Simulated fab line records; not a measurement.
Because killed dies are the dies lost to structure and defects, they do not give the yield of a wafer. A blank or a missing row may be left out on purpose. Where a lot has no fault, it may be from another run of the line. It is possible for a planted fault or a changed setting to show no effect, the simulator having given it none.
What tool caused it? -- flow n5_finfet -- at 1 step of a route of 1938, 12 lots with 36 wafers sampled

== WHAT THE GAUGES SHOWED, per wafer ==
N5_BEOL_M6_THK_MEAS_01.
lot,measured,on,M6_ILD_THK (nm)
L075,day 10 01:44,film_metro-02,158.3 152.6 158.2
L077,day 10 12:28,film_metro-02,150.2 153.1 154.5
L080,day 11 11:25,film_metro-02,156.3 158.1 156.5
L081,day 11 15:19,film_metro-02,153.8 153.3 157.4
L083,day 11 22:45,film_metro-02,155.5 152.7 155.2
L087,day 12 14:43,film_metro-01,153.0 157.1 155.2
L086,day 13 05:58,film_metro-02,154.1 151.9 154.8
L088,day 13 13:52,film_metro-02,156.5 159.3 159.1
L092,day 13 19:23,film_metro-01,156.6 155.4 158.7
L093,day 14 20:31,film_metro-01,154.9 153.3 158.3
L094,day 15 05:16,film_metro-02,153.5 153.6 156.7
L097,day 16 00:25,film_metro-02,157.4 160.0 157.3

== WHICH TOOL RAN EACH LOT (tool, then ch and the chambers of the sampled wafers, then the start) ==
There is no process step in the record ahead of these readings.

== THE ANSWER, worked out from the rows above alone ==
Rule: usual is defined by the lots themselves. The widest of any qualifying gaps counts: lots, ordered by their means at a reading, are off when they make up no more than a third of the lots, leave a main group of 4 or more, and stand apart from it by 3 or more times the standard deviation of that group's means. A main group is skipped when, at the precision printed for the reading in the tables above, its means are all equal. A lot without any number at a reading at which 4 lots or more have one is off too. All remaining lots with rows at the step are treated as sound.
No lot is off on any of the readings shown, so nothing can be concluded from this.

== WHAT THE SIMULATOR HAD PUT IN ==
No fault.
